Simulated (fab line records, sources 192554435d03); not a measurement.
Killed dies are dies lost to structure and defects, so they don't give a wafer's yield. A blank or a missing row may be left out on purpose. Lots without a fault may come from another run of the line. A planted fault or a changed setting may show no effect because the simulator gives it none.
fab line records | flow n5_finfet
record lots=4 wafers=12 last_day=17
route steps=1938 shown STI_FIN_REVEAL@192 DUMMY_GATE@212 BEOL_M4@1111 PASSIVATION@1936
lots that met no fault: from a run of the same line without faults
start_h: hours from the record's first day to the start of the lot's first wafer shown | wait_h: hours since the lot's step before | " the same as in the row above | L1.1+2: a row that stands for several wafers | - no value, or no start given | * or withheld: withheld | < > ~ a bound
route shown NAME@n: a module of which the file shows steps, and the number in the route of the first | usual: mean/standard deviation of fault-free wafers | same: alike in all rows | chamber/n: place in a boat | sites: the reading at each site | _std_site: their standard deviation | _edge_site: outer sites' mean less inner sites' | radius_mm: how far each site lies from the wafer's centre | mask NAME#n: copy n | behind: the tool/chamber that last shaped the wafer | hold: why the lot was held/for how many hours/how that ended | device: the transistor (n, p or np) that didn't switch | end of line: the same wafers' tests at the end of the route | a step without rows: its recipe alone | killed: dies lost to structure and defects at the first sort, not the wafer's yield | map: a wafer's dies, x killed, . not, _ none there
set.NAME: the setting as run; set.NAME@STEP: as run at that earlier step | model.NAME: the simulator's own value behind a step, which no gauge read
lots at some steps of the route; a table a step, a row a wafer
services: from which hour (start_h, from the record's first day; less than 0 if before it) a tool's chamber was out of use, for how many hours, and why
## steps
# step N5_STI_FIN_REVEAL_PRECLEAN_25
# recipe chemistry=SPM time_s=90 temp_c=120 mix=4:1
# step N5_STI_FIN_REVEAL_PRECLEAN_26
# recipe chemistry=SC1 time_s=45 temp_c=46 mix=1:2:100
# step N5_STI_FIN_REVEAL_PRECLEAN_29
# recipe chemistry=DHF time_s=30 temp_c=25 dilution=300:1
# step N5_STI_FIN_REVEAL_SRD_12
# recipe time_s=30 temp_c=23 rinse_liquid=diw dry=ipa_marangoni
# step N5_STI_FIN_REVEAL_RECESS_09
# recipe chemistry=HF/NH3 target=SiO2 afs_cycles=11 target_depth_a=425 temp_c=30 sublimation_temp_c=180 sublimation_time_s=60
# step N5_STI_FIN_REVEAL_STRIP_16
# recipe chemistry=H3PO4 material=SiNx temp_c=165 target_depth_a=238 overetch_fraction=0.4964 dry=ipa_marangoni
# step N5_STI_FIN_REVEAL_PRECLEAN_17
# recipe chemistry=NF3:NH3 afs_cycles=1 temp_c=30 time_s=20 sublimation_temp_c=180 sublimation_time_s=60 pressure_torr=3 rf_power_w=30
# step N5_STI_FIN_REVEAL_ETCH_34
# recipe chemistry=H2 mode=isotropic material=Si target=Si target_depth_a=9.7 temp_c=20 pressure_mtorr=4.5 icp_w=300 bias_w=0 h2_flow_sccm=7.5 he_flow_sccm=142.5
# step N5_STI_FIN_REVEAL_OXIDATION_31
# recipe chemistry=O2_PLASMA_REMOTE temp_c=150 time_s=20 pressure_mtorr=1000 source_power_w=2000 o2_flow_sccm=3000
# step N5_STI_FIN_REVEAL_PRECLEAN_32
# recipe chemistry=NF3:NH3 afs_cycles=1 temp_c=30 time_s=20 sublimation_temp_c=180 sublimation_time_s=60 pressure_torr=3 rf_power_w=30
# step N5_STI_FIN_REVEAL_STRIP_35
# recipe chemistry=H3PO4 material=Si3N4 temp_c=165 target_depth_a=40 time_s=39
# step N5_STI_FIN_REVEAL_SRD_21
# recipe dry=ipa_marangoni time_s=30 temp_c=23 rinse_liquid=diw
# step N5_STI_FIN_REVEAL_OXIDATION_33
# recipe chemistry=O2_PLASMA_REMOTE temp_c=150 time_s=20 pressure_mtorr=1000 source_power_w=2000 o2_flow_sccm=3000
# usual chamber_pressure_mTorr=1000.0/0.92 drypump_motor_current_A=5.8/0.44 heater_power_w=153/12
# columns lot.wafer tool chamber start_h wait_h chamber_pressure_mTorr drypump_motor_current_A heater_power_w rf_hours_counter_h
L376.3 plasma_asher-02 0 45.15 0.0 999.5 5.8 165 -
L376.5 " 1 " " 999.0 5.9 136 -
L376.6 " 0 " " 1001.5 5.8 171 -
L382.2 plasma_asher-02 0 80.03 0.0 - - - -
L382.3 " 1 " " - - - -
L382.4 " 0 " " - - - -
L383.2 plasma_asher-02 0 86.10 0.0 - - - -
L383.3 " 1 " " - - - -
L383.5 " 1 " " - - - -
L397.2 plasma_asher-01 0 168.75 0.0 999.7 5.0 153 54
L397.3 " 0 " " 1000.4 5.0 157 -
L397.6 " 0 " " 1000.5 5.0 158 -
# step N5_STI_FIN_REVEAL_CLEAN_19
# recipe chemistry=O3/DIW temp_c=25 time_s=120 o3_ppm=10
# step N5_STI_FIN_REVEAL_SRD_23
# recipe dry=ipa_marangoni time_s=30 temp_c=23 rinse_liquid=diw
# step N5_STI_FIN_REVEAL_CD_MEAS_22
# recipe target_cd_nm=6.238 pitch_nm=28 polarity=line
# usual cd_nm=6.29/0.27
# columns lot.wafer tool chamber start_h wait_h cd_nm
L376.3 cd_sem-03 - 45.30 0.0 6.30
L376.5 " - " " 6.32
L376.6 " - " " 6.22
L382.2 cd_sem-03 - 80.25 0.0 7.68
L382.3 " - " " 7.30
L382.4 " - " " 6.89
L383.2 cd_sem-01 - 86.26 0.0 7.45
L383.3 " - " " 7.27
L383.5 " - " " 7.39
L397.2 cd_sem-03 - 168.92 0.0 6.27
L397.3 " - " " 6.48
L397.6 " - " " 6.56
# step N5_STI_FIN_REVEAL_PRECLEAN_18
# recipe chemistry=SC2 time_s=45 temp_c=35 mix=1:1:50
# step N5_STI_FIN_REVEAL_SRD_28
# recipe dry=ipa_marangoni time_s=30 temp_c=23 rinse_liquid=diw
# step N5_DUMMY_GATE_PRECLEAN_00
# recipe chemistry=O3/DIW time_s=60 temp_c=22 o3_ppm=10
# step N5_DUMMY_GATE_SRD_01
# recipe time_s=30 temp_c=23 rinse_liquid=diw dry=ipa_marangoni
# step N5_DUMMY_GATE_ALD_02
# recipe material=SiO2 target_thk_a=20 temp_c=300 ald_precursor_family=BDEAS ald_co_reactant=O2-plasma pulse_time_s=1 pressure_torr=2
# step N5_DUMMY_GATE_CVD_03
# recipe material=a-Si target_thk_a=1500 temp_c=530 precursor=SiH4 time_s=8042
# step N5_DUMMY_GATE_PRECLEAN_46
# recipe chemistry=DIW time_s=89.5 temp_c=23
# step N5_DUMMY_GATE_SRD_47
# recipe dry_time_s=32 dry=n2_spin spin_rpm=1500
# step N5_DUMMY_GATE_CMP_04
# recipe material=a-Si post_cmp_clean=alkaline_brush
# step N5_DUMMY_GATE_HM_DEP_06
# recipe material=SiNx target_thk_a=800 precursor=DCS/NH3 temp_c=700 pressure_mtorr=300 time_s=5141
# step N5_DUMMY_GATE_PECVD_30
# recipe material=SiO2 target_thk_a=550 temp_c=400 precursor=TEOS/O2 pressure_torr=6.5 rf_w=withheld teos_flow_sccm=withheld gas=O2 flow_sccm=2650 time_s=10.8
# step N5_DUMMY_GATE_COAT_34
# recipe resist=SOC temp_c=250 time_s=60 spin_rpm=1500 resist_thk_nm=60
# step N5_DUMMY_GATE_COAT_35
# recipe resist=SiARC temp_c=220 time_s=60 spin_rpm=1500 resist_thk_nm=10
# step N5_DUMMY_GATE_COAT_28
# recipe resist=underlayer temp_c=205 time_s=60 spin_rpm=1500 resist_thk_nm=10
# step N5_DUMMY_GATE_COAT_09
# recipe resist=CAR-EUV spin_rpm=1500 resist_thk_nm=30
# step N5_DUMMY_GATE_EBR_11
# recipe solvent=PGMEA ebr_width_mm=1.5
# step N5_DUMMY_GATE_SOFTBAKE_10
# recipe temp_c=110 time_s=60 resist=CAR-EUV
# step N5_DUMMY_GATE_EXPOSE_12
# recipe mask_id=GATE na=0.33 source_shape=annular sigma_inner=0.2 sigma_outer=0.6 polarization=unpolarized target_cd_nm=25 dose_mj=34
# step N5_DUMMY_GATE_PEB_13
# recipe peb_temp_c=100 peb_time_s=60 resist=CAR-EUV
# step N5_DUMMY_GATE_DEVELOP_14
# recipe develop_time_s=30 developer=TMAH resist=CAR-EUV rinse_liquid=surfactant_rinse dry=air_spin dev_temp_c=23
# step N5_BEOL_M4_RC_MEAS_101
# usual DIBL_N=36.8/1.5 DIBL_P=37.1/2.1 IOFF_N=0.168/0.03 IOFF_N_85C=3.2/0.47 IOFF_N_LIN=0.077/0.011 IOFF_N_LONG=5.56e-05/2.4e-06 IOFF_P=0.22/0.034 IOFF_P_85C=3.8/0.48 IOFF_P_LIN=0.103/0.013 ION_N=679/12 ION_P=466/8 REXT_N=75.1/1.7 SS_N=71.7/0.58 SS_P=73.5/0.67 VT_N=248.8/2.7 VT_N_LONG=274.7/2 VT_N_LVT=98/3.1 VT_P=-250/3.3 VT_P_LVT=-98.6/2.8
# columns lot.wafer tool chamber start_h wait_h DIBL_N[mV/V] DIBL_P[mV/V] IOFF_N[nA/um] IOFF_N_85C[nA/um] IOFF_N_LIN[nA/um] IOFF_N_LONG[nA/um] IOFF_P[nA/um] IOFF_P_85C[nA/um] IOFF_P_LIN[nA/um] ION_N[uA/um] ION_P[uA/um] REXT_N[ohm.um] SS_N[mV/dec] SS_P[mV/dec] VT_N[mV] VT_N_LONG[mV] VT_N_LVT[mV] VT_P[mV] VT_P_LVT[mV]
L376.3 prober-01 0 170.95 0.3 37.1 38.3 0.189 3.6 0.083 5.37e-05 0.25 4.2 0.116 681 461 75.2 71.5 73.4 245.9 274.3 97 -247 -97.1
L376.5 " 0 " " 37.0 37.9 0.182 3.5 0.081 5.44e-05 0.25 4.1 0.116 684 467 75.7 71.4 74.3 248.8 272.1 97 -247 -97.2
L376.6 " 0 " " 38.0 39.9 0.210 3.9 0.093 5.48e-05 0.28 4.5 0.127 692 471 75.4 71.4 74.6 246.4 275.0 94 -245 -95.9
L382.2 prober-02 0 207.43 0.2 44.6 46.7 0.450 7.3 0.204 7.22e-05 0.52 7.7 0.238 739 506 67.5 72.5 76.5 231.3 264.9 83 -236 -88.8
L382.3 " 0 " " 44.0 45.0 0.431 7.1 0.196 7.46e-05 0.45 6.8 0.210 746 507 66.3 72.9 75.1 233.1 263.3 84 -239 -90.0
L382.4 " 0 " " 44.4 45.8 0.389 6.5 0.176 7.33e-05 0.46 7.1 0.217 735 492 67.2 73.1 75.8 235.2 263.4 88 -236 -89.6
L383.2 prober-02 0 212.14 0.2 41.4 44.9 0.384 6.5 0.187 7.21e-05 0.39 6.1 0.184 741 494 68.7 72.6 75.6 234.2 264.1 82 -242 -90.7
L383.3 " 0 " " 44.7 48.1 0.548 8.5 0.234 7.26e-05 0.49 7.4 0.212 743 497 67.2 74.0 76.0 233.2 266.0 79 -240 -88.0
L383.5 " 0 " " 41.1 45.0 0.376 6.3 0.182 7.3e-05 0.39 6.0 0.181 735 494 69.0 72.8 75.9 232.7 262.6 83 -242 -91.3
L397.2 prober-02 0 296.74 0.2 38.0 37.6 0.201 3.8 0.088 5.93e-05 0.27 4.5 0.121 688 467 75.8 72.2 73.3 247.5 275.7 94 -246 -95.1
L397.3 " 0 " " 34.4 33.6 0.137 2.7 0.067 5.9e-05 0.19 3.4 0.095 673 464 75.3 71.1 72.2 249.0 272.4 99 -251 -98.7
L397.6 " 0 " " 37.1 36.5 0.189 3.6 0.087 5.99e-05 0.25 4.3 0.118 692 475 76.1 71.8 73.0 245.8 273.6 94 -245 -95.5
# step N5_PASSIVATION_PROBE_49
# usual defect_limited_yield=91.0/1.5 killed_at_M0_to_M3=34/11 killed_at_M4_up=14/5.3 killed_at_contacts=13/7 killed_at_front_end=41/13 killed_at_other=4/3.1 killed_dies=106/17 killed_open=70/12 killed_short=35/8 sort_bin_4_leakage=0.00/0.007 sort_bin_5_function=5.2/0.98 sort_bin_6_memory=3.4/0.69 sort_n_pass=1074/17 sort_yield_pct=91.0/1.5
# same gross_dies=1180 killed_at_back_side=0 sort_bin_8_speed[%]=0
# columns lot.wafer tool chamber start_h wait_h defect_limited_yield[%] killed_at_M0_to_M3 killed_at_M4_up killed_at_contacts killed_at_front_end killed_at_other killed_dies killed_open killed_short sort_bin_4_leakage[%] sort_bin_5_function[%] sort_bin_6_memory[%] sort_n_pass sort_yield_pct[%]
L376.3 prober-02 - 267.24 0.1 93.2 15 16 19 27 3 80 55 25 0 4.0 2.6 1100 93.2
L376.5 prober-02 - 267.34 0.2 93.1 32 14 10 25 1 82 56 24 0 3.9 2.6 1098 93.1
L376.6 prober-02 - 267.39 0.3 92.5 22 20 18 28 1 89 56 25 0 3.8 3.1 1091 92.5
L382.2 prober-02 - 301.99 0.1 90.3 36 23 16 33 6 114 80 34 34.92 5.5 3.7 654 55.4
L382.3 prober-02 - 302.04 0.1 91.7 33 15 10 37 3 98 60 38 24.07 5.0 3.1 798 67.6
L382.4 prober-02 - 302.09 0.2 90.7 32 18 21 35 4 110 71 39 13.81 5.3 3.6 907 76.9
L383.2 prober-02 - 307.95 0.1 92.4 32 15 17 24 2 90 69 20 15.59 5.0 2.4 906 76.8
L383.3 prober-02 - 308.00 0.1 91.8 31 12 23 30 1 97 63 28 75.68 4.3 3.3 190 16.1
L383.5 prober-02 - 308.10 0.2 91.6 24 13 31 30 1 99 67 29 11.61 5.4 2.6 944 80.0
# killed by level:class
L376.3 MOL_CONTACT_COAG:geometric_particle:open=15 FIN_SAQP:geometric_particle:open=7 BEOL_M4:geometric_particle:open=7 BEOL_M0_SAQP:geometric_particle:open=6 FIN_SAQP:geometric_particle:short=4 MOL_CONTACT_COAG:geometric_particle:short=4 BEOL_M1:geometric_particle:open=4 BEOL_M0_SAQP:geometric_particle:short=3
L376.5 BEOL_M0_SAQP:geometric_particle:open=12 MOL_CONTACT_COAG:geometric_particle:open=10 FIN_SAQP:geometric_particle:short=7 BEOL_M2:geometric_particle:open=7 BEOL_M0_SAQP:geometric_particle:short=5 FIN_SAQP:geometric_particle:open=4 BEOL_M3:geometric_particle:short=3 BEOL_M5:geometric_particle:open=3
L376.6 MOL_CONTACT_COAG:geometric_particle:open=14 BEOL_M0_SAQP:geometric_particle:short=8 FIN_SAQP:geometric_particle:open=6 FIN_SAQP:geometric_particle:short=6 BEOL_M0_SAQP:geometric_particle:open=6 BEOL_M4:geometric_particle:open=6 HKMG_FIN:area_etch=5 MOL_CONTACT_COAG:geometric_particle:short=4
L382.2 STI_FIN_REVEAL:geometric_particle:open=12 MOL_CONTACT_COAG:geometric_particle:open=12 BEOL_M3:geometric_particle:open=7 BEOL_M4:geometric_particle:open=7 BEOL_M4:geometric_particle:short=7 FIN_SAQP:geometric_particle:open=6 BEOL_M0_SAQP:geometric_particle:short=6 BEOL_M1:geometric_particle:open=6
L382.3 MOL_CONTACT_COAG:geometric_particle:open=9 BEOL_M2:geometric_particle:open=9 STI_FIN_REVEAL:geometric_particle:open=8 BEOL_M0_SAQP:geometric_particle:short=8 FIN_SAQP:geometric_particle:short=7 BEOL_M3:geometric_particle:open=6 GATE_CUT:geometric_particle:short=5 BEOL_M4:geometric_particle:open=5
L382.4 MOL_CONTACT_COAG:geometric_particle:open=18 BEOL_M4:geometric_particle:open=8 FIN_SAQP:geometric_particle:short=7 STI_FIN_REVEAL:geometric_particle:open=7 BEOL_M0_SAQP:geometric_particle:short=7 BEOL_M2:geometric_particle:open=7 FIN_SAQP:geometric_particle:open=5 GATE_CUT:geometric_particle:short=5
L383.2 MOL_CONTACT_COAG:geometric_particle:open=13 BEOL_M1:geometric_particle:open=13 BEOL_M4:geometric_particle:open=9 FIN_SAQP:geometric_particle:open=5 BEOL_M3:geometric_particle:open=5 STI_FIN_REVEAL:geometric_particle:open=4 ILD0:geometric_particle:open=4 MOL_CONTACT_COAG:geometric_particle:short=4
L383.3 MOL_CONTACT_COAG:geometric_particle:open=23 BEOL_M0_SAQP:geometric_particle:open=8 GATE_CUT:geometric_particle:short=7 BEOL_M0_SAQP:geometric_particle:short=6 BEOL_M2:geometric_particle:open=5 BEOL_M0:geometric_particle:open=4 BEOL_M3:geometric_particle:open=4 STARTING-WAFER:geometric_particle:open=4
L383.5 MOL_CONTACT_COAG:geometric_particle:open=23 STI_FIN_REVEAL:geometric_particle:open=14 MOL_CONTACT_COAG:geometric_particle:short=8 BEOL_M0:geometric_particle:open=5 BEOL_M1:geometric_particle:open=5 STARTING-WAFER:geometric_particle:short=4 BEOL_M0_SAQP:geometric_particle:short=4 BEOL_M1:geometric_particle:short=4
# map L382.2 (x killed, . not)
_________________.........x..________________
______________...............x.x_____________
___________........................__________
__________...x......x......x........_________
________.x..x.x.............x....x...x_______
_______.....x.................x........______
______..x..........x...x...........x...._____
_____.........x....x.......x.............____
____...........x...x.x..x......x..........___
___.............x.....x.............x......__
___...............xx...........x...........__
__.....x...........x....x................x.._
__....x..............x.x.......x............_
_....x............................x.........x
_...........x......................x.......x.
_..............x.x.....xx.x..x...............
_.......................................x....
_..x.................x.......................
_...x....x...x....................x......x...
_.............x............x.......x........x
_...x.........x..........xx....x........xx...
__.....xx...x..............................._
__x.................xx.......x....x....x...x_
___..xx.........xx.x........x........x.....__
___......x..........................x.x....__
____.......x..............................___
_____.x..................xx..........x...____
______...............x....xx....x.x....._____
_______.....x.....x.........x..........______
________...x.......x.....x....x......._______
__________........x............x...._________
___________..........x.............__________
______________...........x......_____________
_________________..x........x________________
# map L383.5 (x killed, . not)
_________________............________________
______________..xx.............._____________
___________....x..x.x..............__________
__________....xx.x...........x......_________
________..................x...x....x.x_______
_______..................x.x..x........______
______...........................x......_____
_____............x.....x.......x.........____
____...........x....x...................x.___
___........................x...x.......x...__
___....x.....................x....x....x..x__
__.................x...x....xx.x............_
__.....x....................x..............._
_....................................x.....x.
_.....................x...x.......x........x.
_...x..xx.........................x...x...x..
_...............x.......x..................x.
_.......x...x......x..............x.....x....
_..................xx..........x....x...x....
_...x.x..x..............x...x................
_............................................
__...x......................................_
__......x...........x.......x.............x._
___.x...............................x.....x__
___........x........x.............xx.......__
____....x..................x..x..x.......x___
_____..................................x.____
______...x.....x...x...............x...._____
_______.................x..x..x.x......______
________.............................._______
__________...x.x.......x............_________
___________......x.................__________
______________....x............._____________
_________________............________________
## services
# columns tool chamber start_h hours kind
plasma_asher-02 - 40.51 1.3 repair
plasma_asher-01 - 80.62 13.4 repair
## key
first_sign step=N5_STI_FIN_REVEAL_OXIDATION_33 reading=tool_record direction=missing
effect step=N5_STI_FIN_REVEAL_CD_MEAS_22 reading=cd_nm direction=up sigmas=3.8 usual=6.29 struck=7.33
effect step=N5_BEOL_M4_RC_MEAS_101 reading=IOFF_N_LIN direction=up sigmas=11 usual=0.077 struck=0.197
effect step=N5_BEOL_M4_RC_MEAS_101 reading=IOFF_N direction=up sigmas=8.8 usual=0.168 struck=0.430
effect step=N5_BEOL_M4_RC_MEAS_101 reading=IOFF_P_LIN direction=up sigmas=8.1 usual=0.103 struck=0.207
effect step=N5_BEOL_M4_RC_MEAS_101 reading=IOFF_N_85C direction=up sigmas=8 usual=3.2 struck=7.0
effect step=N5_BEOL_M4_RC_MEAS_101 reading=IOFF_N_LONG direction=up sigmas=7.3 usual=5.56e-05 struck=7.3e-05
effect step=N5_BEOL_M4_RC_MEAS_101 reading=IOFF_P direction=up sigmas=6.7 usual=0.22 struck=0.45
effect step=N5_BEOL_M4_RC_MEAS_101 reading=IOFF_P_85C direction=up sigmas=6.3 usual=3.8 struck=6.9
effect step=N5_BEOL_M4_RC_MEAS_101 reading=VT_N direction=down sigmas=5.7 usual=248.8 struck=233.3
effect step=N5_BEOL_M4_RC_MEAS_101 reading=VT_N_LONG direction=down sigmas=5.4 usual=274.7 struck=264.0
effect step=N5_BEOL_M4_RC_MEAS_101 reading=ION_N direction=up sigmas=5.1 usual=679 struck=740
effect step=N5_BEOL_M4_RC_MEAS_101 reading=VT_N_LVT direction=down sigmas=4.8 usual=98 struck=83
effect step=N5_BEOL_M4_RC_MEAS_101 reading=DIBL_N direction=up sigmas=4.5 usual=36.8 struck=43.4
effect step=N5_PASSIVATION_PROBE_49 reading=sort_bin_4_leakage direction=up sigmas=99+ usual=0.00 struck=29.28
met_at N5_STI_FIN_REVEAL_OXIDATION_33
struck_wafers L382.2,L382.3,L382.4,L383.2,L383.3,L383.5
onset_between 45.15 80.03
fault kind=skipped_step_whole tool=plasma_asher-02 chamber=- onset_h=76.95 steps=N5_STI_FIN_REVEAL_OXIDATION_33 scope=struck_lots_only
